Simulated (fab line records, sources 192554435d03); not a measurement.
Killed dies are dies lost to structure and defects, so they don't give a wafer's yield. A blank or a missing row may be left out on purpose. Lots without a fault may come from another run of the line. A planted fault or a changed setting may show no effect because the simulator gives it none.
fab line records | flow n5_finfet
record lots=9 wafers=22 last_day=17
route steps=1938 shown HKMG_FIN@434 BEOL_M4@1111 PASSIVATION@1936
lots that met no fault: from a run of the same line without faults
start_h: hours from the record's first day to the start of the lot's first wafer shown | wait_h: hours since the lot's step before | " the same as in the row above | L1.1+2: a row that stands for several wafers | - no value, or no start given | * or withheld: withheld | < > ~ a bound
route shown NAME@n: a module of which the file shows steps, and the number in the route of the first | usual: mean/standard deviation of fault-free wafers | same: alike in all rows | chamber/n: place in a boat | sites: the reading at each site | _std_site: their standard deviation | _edge_site: outer sites' mean less inner sites' | radius_mm: how far each site lies from the wafer's centre | mask NAME#n: copy n | behind: the tool/chamber that last shaped the wafer | hold: why the lot was held/for how many hours/how that ended | device: the transistor (n, p or np) that didn't switch | end of line: the same wafers' tests at the end of the route | a step without rows: its recipe alone | killed: dies lost to structure and defects at the first sort, not the wafer's yield | map: a wafer's dies, x killed, . not, _ none there
set.NAME: the setting as run; set.NAME@STEP: as run at that earlier step | model.NAME: the simulator's own value behind a step, which no gauge read
steps of the route over a sample of lots; a table a step, a row a wafer
services: from which hour (start_h, from the record's first day; less than 0 if before it) a tool's chamber was out of use, for how many hours, and why
## steps
# step N5_HKMG_FIN_ETCH_31
# recipe chemistry=CF4 target=SiARC target_depth_a=455 mask_material=CAR-ArF time_s=75.8 ion_energy_ev=80 pressure_mtorr=40 source_w=545 bias_w=36 Ar_flow_sccm=100 cf4_flow_sccm=100 ends=cleared
# usual cf4_flow_sccm=99.96/0.3 drypump_motor_current_A=5.6/0.39 etch_rf_on_time_s=74.7/1.8 oes_product_au=0.68/0.08 rf_vpp_V=183.9/1 showerhead_plenum_p_Torr=2.13/0.053 throttle_valve_pct=15.5/0.3
# columns lot.wafer tool chamber start_h wait_h cf4_flow_sccm drypump_motor_current_A etch_rf_on_time_s oes_product_au rf_hours_counter_h rf_vpp_V showerhead_plenum_p_Torr throttle_valve_pct
L977.2 rie_diel-03 2 110.89 0.0 99.65 5.7 74.0 0.83 4 184.8 2.18 15.0
L977.4 " 1 " " 99.82 5.1 72.6 0.59 248 184.0 2.18 15.8
L977.5 " 1 " " 99.82 5.1 73.6 0.59 - 184.8 2.18 15.8
L978.4 rie_diel-01 1 117.65 0.0 99.75 5.7 73.6 0.75 36 185.6 2.19 15.1
L978.5 " 2 " " 99.76 5.9 74.6 0.58 - 183.0 2.13 15.8
L979.4 rie_diel-03 3 123.49 0.0 99.63 5.4 76.4 0.60 - 183.0 2.10 16.0
L979.5 " 2 " " 100.04 5.6 73.8 0.83 - 186.1 2.18 15.0
L983.3 rie_diel-04 3 152.59 0.0 99.84 5.0 78.6 0.65 156 182.1 2.05 15.6
L983.4 " 2 " " 100.14 5.5 74.2 0.72 49 183.4 2.08 15.2
L983.6 " 3 " " 100.54 4.9 78.5 0.65 - 182.3 2.05 15.6
L984.4 rie_diel-04 2 154.21 0.0 99.74 5.5 74.1 0.72 49 182.4 2.08 15.3
L984.6 " 2 " " 99.76 5.5 74.1 0.72 - 183.7 2.08 15.3
L987.3 rie_diel-04 0 169.15 0.0 100.10 6.1 74.6 0.62 227 182.8 2.11 15.7
L987.6 " 3 " " 99.89 4.9 79.0 0.65 - 182.7 2.05 15.7
L990.2 rie_diel-04 1 190.66 0.0 100.39 5.4 75.0 0.77 30 182.9 2.08 15.4
L990.3 " 0 " " 99.93 6.0 74.5 0.61 234 183.6 2.10 15.7
L993.2 rie_diel-04 3 208.31 0.0 100.38 4.9 78.9 0.64 176 183.5 2.05 15.7
L993.3 " 1 " " 100.10 5.4 74.6 0.75 37 184.2 2.08 15.4
L993.5 " 3 " " 100.11 4.9 79.2 0.64 - 183.9 2.05 15.7
L994.1 rie_diel-01 0 212.47 0.0 99.42 5.7 72.1 0.62 224 182.1 2.04 15.7
L994.2 " 3 " " 99.80 5.3 74.8 0.60 198 185.4 2.21 15.7
L994.3 " 2 " " 99.74 5.9 75.6 0.78 20 184.0 2.12 15.4
# step N5_HKMG_FIN_ETCH_32
# recipe chemistry=N2/H2 target=SOC target_depth_a=2400 temp_c=40 time_s=300 ion_energy_ev=200 mask_material=SiARC pressure_mtorr=30 source_w=840 bias_w=150 n2_flow_sccm=200 h2_flow_sccm=200
# usual drypump_motor_current_A=5.6/0.39 oes_product_au=0.79/0.096 rf_vpp_V=523.3/2 showerhead_plenum_p_Torr=2.52/0.064 throttle_valve_pct=17.7/0.33
# columns lot.wafer tool chamber start_h wait_h drypump_motor_current_A oes_product_au rf_hours_counter_h rf_vpp_V showerhead_plenum_p_Torr throttle_valve_pct
L977.2 rie_diel-03 2 110.94 0.0 5.7 0.99 4 525.6 2.60 17.3
L977.4 " 1 " " 5.1 0.70 248 526.8 2.59 18.1
L977.5 " 1 " " 5.1 0.69 - 525.0 2.59 18.1
L978.4 rie_diel-01 1 117.70 0.0 5.7 0.87 36 525.5 2.58 17.2
L978.5 " 2 " " 5.9 0.67 - 522.9 2.51 18.0
L979.4 rie_diel-03 3 123.61 0.1 5.4 0.70 - 521.9 2.53 18.3
L979.5 " 2 " " 5.6 0.97 - 525.6 2.60 17.3
L983.3 rie_diel-04 3 152.64 0.0 4.9 0.76 156 520.5 2.46 18.0
L983.4 " 2 " " 5.5 0.84 49 521.4 2.46 17.3
L983.6 " 3 " " 4.9 0.76 - 519.8 2.46 18.0
L984.4 rie_diel-04 2 154.26 0.0 5.5 0.85 49 522.6 2.46 17.3
L984.6 " 2 " " 5.5 0.84 - 521.7 2.46 17.3
L987.3 rie_diel-04 0 169.21 0.0 6.1 0.72 227 523.7 2.48 17.7
L987.6 " 3 " " 4.9 0.75 - 521.0 2.46 18.0
L990.2 rie_diel-04 1 190.72 0.0 5.4 0.90 30 520.3 2.49 17.8
L990.3 " 0 " " 6.1 0.72 234 523.7 2.48 17.6
L993.2 rie_diel-04 3 208.36 0.0 4.9 0.75 176 519.5 2.45 18.0
L993.3 " 1 " " 5.4 0.89 37 522.9 2.48 17.8
L993.5 " 3 " " 5.0 0.75 - 520.9 2.45 18.0
L994.1 rie_diel-01 0 212.53 0.0 5.8 0.73 224 518.4 2.40 17.8
L994.2 " 3 " " 5.3 0.69 198 524.8 2.62 17.8
L994.3 " 2 " " 5.9 0.90 20 522.0 2.50 17.6
# step N5_HKMG_FIN_ALD_91
# recipe material=TiN target_thk_a=10 temp_c=400 ald_precursor_family=TiCl4 ald_co_reactant=NH3 pulse_time_s=1 purge_time_s=3 co_reactant_purge_time_s=2 co_reactant_pulse_time_s=2 ald_cycles=47 pressure_torr=3
# usual ald_cycles=47/0 heater_power_w=879/97 precursor_pulse_height_rel=0.999/0.021
# columns lot.wafer tool chamber start_h wait_h ald_cycles heater_power_w precursor_pulse_height_rel
L977.2 ald_metal-04 0 111.83 0.3 47 836 1.009
L977.4 " 2 " " 47 851 1.009
L977.5 " 0 " " 47 819 1.014
L978.4 ald_metal-03 2 118.60 0.1 59 825 1.021
L978.5 " 0 " " 47 845 0.972
L979.4 ald_metal-03 0 124.41 0.1 59 842 1.024
L979.5 " 1 " " 47 871 0.996
L983.3 ald_metal-02 1 153.53 0.1 47 796 0.985
L983.4 " 0 " " 47 861 1.012
L983.6 " 3 " " 47 1113 0.988
L984.4 ald_metal-03 3 155.15 0.1 59 1045 0.972
L984.6 " 1 " " 59 864 1.013
L987.3 ald_metal-04 2 170.10 0.1 47 859 0.999
L987.6 " 2 " " 47 830 0.971
L990.2 ald_metal-04 2 191.61 0.3 47 810 0.994
L990.3 " 3 " " 47 798 1.012
L993.2 ald_metal-03 1 209.25 0.3 47 891 1.031
L993.3 " 0 " " 47 826 1.003
L993.5 " 2 " " 47 823 1.008
L994.1 ald_metal-03 2 213.42 0.3 47 845 1.007
L994.2 " 3 " " 47 1044 0.978
L994.3 " 0 " " 47 836 0.961
# step N5_HKMG_FIN_ETCH_67
# recipe chemistry=N2/H2 target=SOC target_depth_a=3889 stop_on=TiN ion_energy_ev=100 bias_w=61 pressure_mtorr=30 source_w=850 n2_flow_sccm=200 h2_flow_sccm=200
# usual drypump_motor_current_A=5.6/0.4 oes_product_au=0.78/0.09 rf_vpp_V=240.5/1.1 showerhead_plenum_p_Torr=2.52/0.059 throttle_valve_pct=17.7/0.33
# columns lot.wafer tool chamber start_h wait_h drypump_motor_current_A oes_product_au rf_hours_counter_h rf_vpp_V showerhead_plenum_p_Torr throttle_valve_pct
L977.2 rie_diel-04 2 113.24 - 5.5 0.85 35 240.1 2.47 17.2
L977.4 " 1 " " 5.4 0.96 4 239.3 2.50 17.7
L977.5 " 0 " " 6.1 0.72 - 240.0 2.49 17.6
L978.4 rie_diel-03 2 120.31 - 5.6 0.95 - 240.8 2.60 17.2
L978.5 " 0 " " 6.4 0.73 - 240.3 2.53 17.8
L979.4 rie_diel-01 2 125.82 - 5.9 0.66 249 239.2 2.51 18.0
L979.5 " 0 " " 5.8 0.73 - 239.4 2.41 17.7
L983.3 rie_diel-03 0 154.94 - 6.4 0.72 177 240.4 2.52 17.8
L983.4 " 3 " " 5.5 0.69 223 240.9 2.52 18.3
L983.6 " 3 " " 5.4 0.68 - 239.1 2.52 18.3
L984.4 rie_diel-03 0 156.56 - 6.4 0.72 178 241.0 2.52 17.8
L984.6 " 2 " " 5.7 0.92 - 242.3 2.60 17.3
L987.3 rie_diel-03 2 171.58 - 5.6 0.90 27 241.9 2.59 17.3
L987.6 " 2 " " 5.6 0.90 - 240.8 2.59 17.3
L990.2 rie_diel-04 2 193.24 - 5.5 0.81 62 238.4 2.45 17.3
L990.3 " 3 " " 4.9 0.75 170 239.9 2.45 18.0
L993.2 rie_diel-04 3 210.66 - 4.9 0.74 177 240.6 2.45 18.0
L993.3 " 1 " " 5.4 0.87 39 239.4 2.48 17.8
L993.5 " 1 " " 5.4 0.87 - 239.9 2.48 17.8
L994.1 rie_diel-03 1 214.83 - 5.1 0.88 24 242.2 2.58 17.7
L994.2 " 2 " " 5.6 0.88 42 241.2 2.59 17.3
L994.3 " 0 " " 6.3 0.71 197 240.5 2.51 17.9
# step N5_BEOL_M4_RC_MEAS_101
# usual DIBL_N=36.2/2 DIBL_P=36.1/2.4 IOFF_N=0.16/0.035 IOFF_N_85C=3.1/0.58 IOFF_N_LIN=0.073/0.014 IOFF_N_LONG=5.57e-05/2.6e-06 IOFF_P=0.22/0.041 IOFF_P_LIN=0.102/0.015 IOFF_P_LONG=0.000108/1.2e-05 ION_N=675/14 ION_P=465/8.6 SS_N=71.5/0.64 SS_P=73.2/0.76 VT_N=250/3.9 VT_N_LONG=275.1/2.2 VT_N_LVT=100/3.9 VT_P=-249/3.4 VT_P_LONG=-274.3/3 VT_P_LVT=-99/3.4
# columns lot.wafer tool chamber start_h wait_h DIBL_N[mV/V] DIBL_P[mV/V] IOFF_N[nA/um] IOFF_N_85C[nA/um] IOFF_N_LIN[nA/um] IOFF_N_LONG[nA/um] IOFF_P[nA/um] IOFF_P_LIN[nA/um] IOFF_P_LONG[nA/um] ION_N[uA/um] ION_P[uA/um] SS_N[mV/dec] SS_P[mV/dec] VT_N[mV] VT_N_LONG[mV] VT_N_LVT[mV] VT_P[mV] VT_P_LONG[mV] VT_P_LVT[mV]
L977.2 prober-01 0 206.14 0.2 34.8 34.5 0.13 2.8 0.065 5.92e-05 0.20 0.096 0.000107 665 456 71.7 72.6 248 273.7 101 -251 -273.9 -99
L977.4 " 0 " " 35.7 36.2 0.16 3.1 0.075 5.92e-05 0.22 0.105 0.000111 680 470 71.5 73.6 248 272.8 98 -246 -273.3 -98
L977.5 " 0 " " 35.7 36.0 0.16 3.1 0.075 5.9e-05 0.23 0.106 0.000109 675 476 71.6 72.8 249 272.9 98 -249 -273.0 -97
L979.4 prober-01 0 213.69 0.5 39.0 40.3 0.08 1.8 0.033 3.2e-05 0.41 0.178 0.000139 616 477 72.3 73.5 276 301.8 126 -235 -263.3 -85
L979.5 " 0 " " 36.4 37.6 0.18 3.4 0.081 5.63e-05 0.25 0.117 0.000119 686 467 70.7 74.2 248 273.4 98 -245 -273.1 -96
L978.4 prober-01 0 226.17 0.5 35.5 34.8 0.05 1.2 0.024 3.38e-05 0.31 0.152 0.00016 606 486 71.5 72.6 282 306.7 131 -240 -260.8 -87
L978.5 " 0 " " 39.5 39.4 0.23 4.3 0.099 5.87e-05 0.31 0.136 0.000119 694 474 72.5 74.0 246 275.0 95 -245 -267.2 -91
L984.4 prober-01 0 256.33 0.5 35.0 35.3 0.05 1.1 0.024 3.13e-05 0.27 0.130 0.000131 599 475 71.2 72.9 282 304.3 128 -239 -265.2 -88
L984.6 " 0 " " 36.6 38.1 0.06 1.3 0.028 3.1e-05 0.32 0.148 0.000131 615 486 71.1 73.7 279 301.1 125 -239 -265.5 -87
L983.3 prober-02 0 256.79 0.3 34.5 37.1 0.17 3.2 0.078 5.9e-05 0.26 0.121 0.000127 700 483 71.5 73.2 245 272.0 97 -246 -269.6 -93
L983.4 " 0 " " 37.8 40.2 0.21 3.9 0.090 5.96e-05 0.30 0.133 0.000134 692 479 72.4 73.9 248 271.6 97 -243 -269.8 -94
L983.6 " 0 " " 36.8 39.5 0.19 3.6 0.085 5.88e-05 0.29 0.129 0.000126 701 482 71.1 73.4 248 272.7 98 -244 -270.0 -93
L987.3 prober-01 0 264.55 0.3 36.6 37.2 0.16 3.0 0.073 5.74e-05 0.23 0.114 0.000124 677 472 71.4 72.4 249 274.0 102 -246 -271.6 -98
L987.6 " 0 " " 33.0 31.7 0.10 2.0 0.048 5.75e-05 0.16 0.085 0.000121 653 453 71.0 71.6 255 274.1 108 -251 -270.3 -103
L990.2 prober-02 0 293.23 0.2 34.1 34.6 0.12 2.5 0.059 5.14e-05 0.19 0.094 0.0001 664 465 71.1 73.1 257 278.1 105 -251 -277.4 -104
L990.3 " 0 " " 36.5 36.2 0.16 3.1 0.070 5.14e-05 0.19 0.090 9.2e-05 652 443 72.1 74.3 251 278.0 103 -254 -280.0 -106
L993.2 prober-01 0 298.72 0.2 36.4 34.9 0.14 2.7 0.066 5.59e-05 0.19 0.093 0.00011 669 456 71.8 72.9 253 273.7 102 -251 -272.5 -101
L993.3 " 0 " " 37.7 37.5 0.19 3.5 0.086 5.57e-05 0.22 0.104 0.000105 682 464 71.5 74.7 247 277.2 98 -251 -276.6 -99
L993.5 " 0 " " 38.0 37.4 0.18 3.4 0.080 5.66e-05 0.24 0.111 0.000113 678 461 72.2 74.3 250 275.7 98 -246 -273.3 -96
L994.1 prober-01 0 314.81 0.0 36.4 36.3 0.15 2.8 0.064 5.09e-05 0.18 0.088 9.1e-05 654 446 71.6 73.3 257 277.9 105 -255 -278.0 -103
L994.2 " 0 " " 36.0 36.5 0.14 2.8 0.065 5.18e-05 0.18 0.088 8.7e-05 671 454 71.5 73.3 254 276.9 104 -254 -277.9 -104
L994.3 " 0 " " 33.9 33.8 0.12 2.5 0.058 5.18e-05 0.16 0.079 8.9e-05 669 458 70.8 71.7 254 279.3 104 -256 -277.5 -104
# step N5_PASSIVATION_PROBE_49
# usual defect_limited_yield=91.1/1.4 killed_at_M0_to_M3=36/9.9 killed_at_M4_up=13/5.8 killed_at_contacts=14/5.9 killed_at_front_end=39/11 killed_at_other=3.4/2.9 killed_dies=105/17 killed_open=70/13 killed_short=34/7.3 sort_bin_4_leakage=0.00/0.0072 sort_bin_5_function=5.3/1 sort_bin_6_memory=3.3/0.62 sort_bin_8_speed=0.01/0.057 sort_n_pass=1075/17 sort_yield_pct=91.1/1.4
# same gross_dies=1180 killed_at_back_side=0
# columns lot.wafer tool chamber start_h wait_h defect_limited_yield[%] killed_at_M0_to_M3 killed_at_M4_up killed_at_contacts killed_at_front_end killed_at_other killed_dies killed_open killed_short sort_bin_4_leakage[%] sort_bin_5_function[%] sort_bin_6_memory[%] sort_bin_8_speed[%] sort_n_pass sort_yield_pct[%]
L977.2 prober-02 - 314.62 0.1 87.2 48 17 23 61 2 151 115 33 0 7.9 4.7 0 1029 87.2
L977.4 prober-02 - 314.72 0.2 88.6 55 16 13 49 1 134 96 36 0 7.7 3.2 0 1046 88.6
L977.5 prober-02 - 314.77 0.2 90.2 39 11 9 55 2 116 80 36 0 5.6 4.0 0 1064 90.2
L979.4 prober-01 - 322.80 0.2 92.5 22 11 15 37 4 89 64 25 0.17 4.5 2.7 84.83 88 7.5
L979.5 prober-01 - 322.85 0.2 89.3 39 8 25 52 2 126 78 48 0 6.3 4.2 0 1054 89.3
L978.4 prober-02 - 327.99 0.2 92.9 39 8 10 25 2 84 63 21 0 4.2 2.5 92.29 7 0.6
L978.5 prober-02 - 328.04 0.2 91.9 42 14 7 31 2 96 65 31 0 4.9 3.1 0 1084 91.9
L984.4 prober-02 - 353.38 0.2 91.3 19 7 34 42 1 103 61 42 0 5.8 2.5 90.68 7 0.6
L984.6 prober-02 - 353.48 0.3 91.1 41 11 15 38 0 105 67 37 0 5.3 3.6 69.92 250 21.2
L983.3 prober-02 - 355.19 0.1 91.5 37 9 12 40 2 100 72 27 0 4.7 3.5 0 1080 91.5
L983.4 prober-02 - 355.24 0.2 91.5 37 16 7 38 2 100 61 38 0 5.0 3.1 0 1080 91.5
L983.6 prober-02 - 355.34 0.3 93.5 23 9 5 38 2 77 49 28 0 3.8 2.6 0 1103 93.5
L987.3 prober-01 - 379.18 0.1 88.9 56 16 16 42 1 131 92 38 0 6.9 3.6 0 1049 88.9
L987.6 prober-01 - 379.33 0.3 89.2 47 14 25 41 0 127 82 44 0 6.6 3.7 0 1053 89.2
L990.2 prober-01 - 399.43 0.1 89.8 42 15 9 52 2 120 75 42 0 6.3 3.6 0 1060 89.8
L990.3 prober-01 - 399.48 0.1 89.2 44 21 11 52 0 128 85 39 0 6.4 4.1 0 1052 89.2
L993.2 prober-02 - 404.79 0.1 90.6 36 18 23 26 8 111 77 34 0 5.3 3.8 0 1069 90.6
L993.3 prober-02 - 404.84 0.1 89.2 34 15 29 43 7 128 97 31 0 6.9 3.7 0 1052 89.2
L993.5 prober-02 - 404.94 0.2 91.3 38 11 19 31 4 103 62 41 0 4.8 3.7 0 1077 91.3
L994.1 prober-02 - 414.09 0.0 91.4 34 8 14 39 7 102 57 45 0 4.3 3.7 0 1078 91.4
L994.2 prober-02 - 414.14 0.1 91.8 34 10 9 41 3 97 64 33 0 4.7 3.5 0 1083 91.8
L994.3 prober-02 - 414.19 0.1 91.8 32 5 10 41 9 97 56 39 0 5.5 2.4 0 1083 91.8
# killed by level:class
L977.2 FIN_SAQP:geometric_particle:open=26 MOL_CONTACT_COAG:geometric_particle:open=20 BEOL_M1:geometric_particle:open=18 FIN_SAQP:geometric_particle:short=11 STI_FIN_REVEAL:geometric_particle:open=10 BEOL_M4:geometric_particle:open=9 BEOL_M3:geometric_particle:open=8 BEOL_M0_SAQP:geometric_particle:open=5
L977.4 FIN_SAQP:geometric_particle:open=18 MOL_CONTACT_COAG:geometric_particle:open=12 BEOL_M0:geometric_particle:open=10 STI_FIN_REVEAL:geometric_particle:open=9 BEOL_M0_SAQP:geometric_particle:open=9 BEOL_M0_SAQP:geometric_particle:short=8 BEOL_M2:geometric_particle:open=7 BEOL_M1:geometric_particle:open=7
L977.5 FIN_SAQP:geometric_particle:open=21 BEOL_M1:geometric_particle:open=11 FIN_SAQP:geometric_particle:short=9 MOL_CONTACT_COAG:geometric_particle:open=8 BEOL_M0_SAQP:geometric_particle:open=8 GATE_CUT:geometric_particle:open=7 BEOL_M0_SAQP:geometric_particle:short=7 BEOL_M3:geometric_particle:open=5
L979.4 STI_FIN_REVEAL:geometric_particle:open=12 MOL_CONTACT_COAG:geometric_particle:open=12 BEOL_M0_SAQP:geometric_particle:short=6 BEOL_M2:geometric_particle:open=6 BEOL_M0_SAQP:geometric_particle:open=5 FIN_SAQP:geometric_particle:short=4 FIN_SAQP:geometric_particle:open=4 BEOL_M3:geometric_particle:open=4
L979.5 MOL_CONTACT_COAG:geometric_particle:open=18 STI_FIN_REVEAL:geometric_particle:open=16 BEOL_M0_SAQP:geometric_particle:short=13 FIN_SAQP:geometric_particle:short=10 BEOL_M0_SAQP:geometric_particle:open=10 MOL_CONTACT_COAG:geometric_particle:short=7 FIN_SAQP:geometric_particle:open=6 GATE_CUT:geometric_particle:short=5
L978.4 BEOL_M2:geometric_particle:open=16 BEOL_M0_SAQP:geometric_particle:open=10 STI_FIN_REVEAL:geometric_particle:open=8 MOL_CONTACT_COAG:geometric_particle:open=8 FIN_SAQP:geometric_particle:short=7 BEOL_M1:geometric_particle:open=4 BEOL_M4:geometric_particle:open=4 FIN_SAQP:geometric_particle:open=3
L978.5 BEOL_M0_SAQP:geometric_particle:short=13 BEOL_M0_SAQP:geometric_particle:open=11 DUMMY_GATE:geometric_particle:open=10 BEOL_M4:geometric_particle:open=8 STI_FIN_REVEAL:geometric_particle:open=6 BEOL_M1:geometric_particle:open=6 MOL_CONTACT_COAG:geometric_particle:open=5 GATE_CUT:geometric_particle:open=4
L984.4 MOL_CONTACT_COAG:geometric_particle:open=25 FIN_SAQP:geometric_particle:short=16 FIN_SAQP:geometric_particle:open=12 MOL_CONTACT_COAG:geometric_particle:short=9 BEOL_M0_SAQP:geometric_particle:open=5 BEOL_M0_SAQP:geometric_particle:short=4 GATE_CUT:geometric_particle:short=3 BEOL_M1:geometric_particle:open=3
L984.6 MOL_CONTACT_COAG:geometric_particle:open=13 BEOL_M2:geometric_particle:open=12 BEOL_M3:geometric_particle:open=10 BEOL_M0_SAQP:geometric_particle:short=8 FIN_SAQP:geometric_particle:open=7 FIN_SAQP:geometric_particle:short=7 DUMMY_GATE:geometric_particle:open=5 GATE_CUT:geometric_particle:short=4
L983.3 STI_FIN_REVEAL:geometric_particle:open=19 BEOL_M0_SAQP:geometric_particle:open=14 MOL_CONTACT_COAG:geometric_particle:open=10 FIN_SAQP:geometric_particle:open=8 BEOL_M0_SAQP:geometric_particle:short=7 BEOL_M2:geometric_particle:open=6 GATE_CUT:geometric_particle:short=5 FIN_SAQP:geometric_particle:short=3
L983.4 BEOL_M0_SAQP:geometric_particle:open=17 BEOL_M4:geometric_particle:open=11 BEOL_M0_SAQP:geometric_particle:short=10 FIN_SAQP:geometric_particle:short=8 BEOL_M3:geometric_particle:short=7 FIN_SAQP:geometric_particle:open=6 STI_FIN_REVEAL:geometric_particle:open=6 GATE_CUT:geometric_particle:short=5
L983.6 STI_FIN_REVEAL:geometric_particle:open=12 BEOL_M0_SAQP:geometric_particle:open=11 FIN_SAQP:geometric_particle:short=9 BEOL_M0_SAQP:geometric_particle:short=7 MOL_CONTACT_COAG:geometric_particle:open=5 FIN_SAQP:geometric_particle:open=4 GATE_CUT:geometric_particle:short=4 STI_FIN_REVEAL:geometric_particle:short=3
L987.3 BEOL_M2:geometric_particle:open=18 STI_FIN_REVEAL:geometric_particle:open=17 MOL_CONTACT_COAG:geometric_particle:open=15 BEOL_M0_SAQP:geometric_particle:open=13 BEOL_M0_SAQP:geometric_particle:short=12 BEOL_M1:geometric_particle:open=7 FIN_SAQP:geometric_particle:short=6 BEOL_M4:geometric_particle:open=5
L987.6 MOL_CONTACT_COAG:geometric_particle:open=21 BEOL_M0_SAQP:geometric_particle:short=15 STI_FIN_REVEAL:geometric_particle:open=14 BEOL_M0_SAQP:geometric_particle:open=12 BEOL_M2:geometric_particle:open=9 GATE_CUT:geometric_particle:short=7 FIN_SAQP:geometric_particle:short=4 BEOL_M5:geometric_particle:open=4
L990.2 FIN_SAQP:geometric_particle:short=16 FIN_SAQP:geometric_particle:open=11 BEOL_M3:geometric_particle:open=10 STI_FIN_REVEAL:geometric_particle:open=9 BEOL_M2:geometric_particle:open=8 BEOL_M0_SAQP:geometric_particle:open=8 MOL_CONTACT_COAG:geometric_particle:open=7 BEOL_M0_SAQP:geometric_particle:short=6
L990.3 FIN_SAQP:geometric_particle:open=14 BEOL_M2:geometric_particle:open=12 BEOL_M3:geometric_particle:open=11 BEOL_M4:geometric_particle:open=11 STI_FIN_REVEAL:geometric_particle:open=8 MOL_CONTACT_COAG:geometric_particle:open=7 FIN_SAQP:geometric_particle:short=6 BEOL_M0_SAQP:geometric_particle:short=6
L993.2 MOL_CONTACT_COAG:geometric_particle:open=21 BEOL_M0_SAQP:geometric_particle:short=11 BEOL_M0_SAQP:geometric_particle:open=10 FIN_SAQP:geometric_particle:open=9 BEOL_M5:geometric_particle:open=7 STI_FIN_REVEAL:geometric_particle:open=6 BEOL_M1:geometric_particle:open=5 FIN_SAQP:geometric_particle:short=4
L993.3 MOL_CONTACT_COAG:geometric_particle:open=27 STI_FIN_REVEAL:geometric_particle:open=11 BEOL_M0_SAQP:geometric_particle:open=9 FIN_SAQP:geometric_particle:open=7 BEOL_M4:geometric_particle:open=7 BEOL_M0_SAQP:geometric_particle:short=6 BEOL_M2:geometric_particle:open=6 FIN_SAQP:geometric_particle:short=5
L993.5 MOL_CONTACT_COAG:geometric_particle:open=15 BEOL_M0_SAQP:geometric_particle:short=15 FIN_SAQP:geometric_particle:short=7 STI_FIN_REVEAL:geometric_particle:open=7 BEOL_M0_SAQP:geometric_particle:open=7 BEOL_M3:geometric_particle:open=6 FIN_SAQP:geometric_particle:open=4 MOL_CONTACT_COAG:geometric_particle:short=4
L994.1 STI_FIN_REVEAL:geometric_particle:open=12 MOL_CONTACT_COAG:geometric_particle:open=12 FIN_SAQP:geometric_particle:short=11 BEOL_M0_SAQP:geometric_particle:short=11 BEOL_M0_SAQP:geometric_particle:open=9 BEOL_M0:geometric_particle:open=7 FIN_SAQP:geometric_particle:open=5 GATE_CUT:geometric_particle:short=4
L994.2 STI_FIN_REVEAL:geometric_particle:open=11 FIN_SAQP:geometric_particle:short=10 BEOL_M0_SAQP:geometric_particle:open=10 MOL_CONTACT_COAG:geometric_particle:open=8 BEOL_M0_SAQP:geometric_particle:short=8 FIN_SAQP:geometric_particle:open=5 BEOL_M0:geometric_particle:open=5 BEOL_M3:geometric_particle:open=4
L994.3 FIN_SAQP:geometric_particle:open=12 FIN_SAQP:geometric_particle:short=10 MOL_CONTACT_COAG:geometric_particle:open=10 BEOL_M0_SAQP:geometric_particle:short=10 BEOL_M0_SAQP:geometric_particle:open=7 BEOL_M1:geometric_particle:open=6 GATE_CUT:geometric_particle:short=5 STI_FIN_REVEAL:geometric_particle:open=4
## services
# columns tool chamber start_h hours kind
rie_diel-04 1 87.21 - clean
rie_diel-04 1 87.21 - consumable_replace:focus_ring
rie_diel-04 1 87.21 17.0 scheduled_down
rie_diel-04 1 87.21 17.0 vent_cycle
rie_diel-01 3 88.38 7.8 repair
rie_diel-04 3 90.75 21.3 repair
ald_metal-04 1 102.20 16.4 repair
rie_diel-03 1 119.26 - clean
rie_diel-03 1 119.26 - consumable_replace:focus_ring
rie_diel-03 1 119.26 19.8 scheduled_down
rie_diel-03 1 119.26 19.8 vent_cycle
rie_diel-01 2 131.19 - clean
rie_diel-01 2 131.19 - consumable_replace:esc
rie_diel-01 2 131.19 - consumable_replace:focus_ring
rie_diel-01 2 131.19 22.0 scheduled_down
ald_metal-03 3 132.59 21.6 repair
rie_diel-01 0 134.94 7.9 repair
ald_metal-04 3 147.88 5.8 repair
ald_metal-03 - 156.16 2.8 pm
ald_metal-03 0 162.74 13.9 repair
ald_metal-03 - 175.90 0.4 repair
rie_diel-03 1 188.21 2.4 repair
rie_diel-01 1 202.82 3.8 repair
ald_metal-04 - 209.16 4.3 pm
## key
first_sign step=N5_HKMG_FIN_ALD_91 reading=ald_cycles direction=up sigmas=99+ usual=* struck=*
effect step=N5_BEOL_M4_RC_MEAS_101 reading=VT_N_LONG direction=up sigmas=13 usual=275.1 struck=303.5
effect step=N5_BEOL_M4_RC_MEAS_101 reading=IOFF_N_LONG direction=down sigmas=9.1 usual=5.57e-05 struck=3.2e-05
effect step=N5_BEOL_M4_RC_MEAS_101 reading=VT_N direction=up sigmas=7.7 usual=250 struck=280
effect step=N5_BEOL_M4_RC_MEAS_101 reading=VT_N_LVT direction=up sigmas=7.1 usual=100 struck=127
effect step=N5_BEOL_M4_RC_MEAS_101 reading=ION_N direction=down sigmas=4.7 usual=675 struck=609
effect step=N5_BEOL_M4_RC_MEAS_101 reading=VT_P_LONG direction=up sigmas=3.6 usual=-274.3 struck=-263.7
effect step=N5_BEOL_M4_RC_MEAS_101 reading=VT_P_LVT direction=up sigmas=3.5 usual=-99 struck=-87
effect step=N5_BEOL_M4_RC_MEAS_101 reading=IOFF_P_LIN direction=up sigmas=3.3 usual=0.102 struck=0.152
effect step=N5_BEOL_M4_RC_MEAS_101 reading=IOFF_N_LIN direction=down sigmas=3.3 usual=0.073 struck=0.027
effect step=N5_BEOL_M4_RC_MEAS_101 reading=VT_P direction=up sigmas=3.2 usual=-249 struck=-238
effect step=N5_BEOL_M4_RC_MEAS_101 reading=IOFF_N_85C direction=down sigmas=2.9 usual=3.1 struck=1.4
effect step=N5_BEOL_M4_RC_MEAS_101 reading=IOFF_P direction=up sigmas=2.7 usual=0.22 struck=0.33 wafers_moved=3
effect step=N5_PASSIVATION_PROBE_49 reading=sort_bin_8_speed direction=up sigmas=99+ usual=0.01 struck=84.43
met_at N5_HKMG_FIN_ALD_91
struck_lots L978,L979,L984
struck_wafers L978.4,L979.4,L984.4,L984.6
not_acting_at N5_HKMG_FIN_ETCH_31,N5_HKMG_FIN_ETCH_32,N5_HKMG_FIN_ETCH_67
fault kind=process_parameter_drift tool=ald_metal-03 chamber=- onset_h=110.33 steps=N5_HKMG_FIN_ALD_91 channel=ald_cycles offset=* shape=step end_h=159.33 scope=struck_wafers_only acts_in=* stated=*
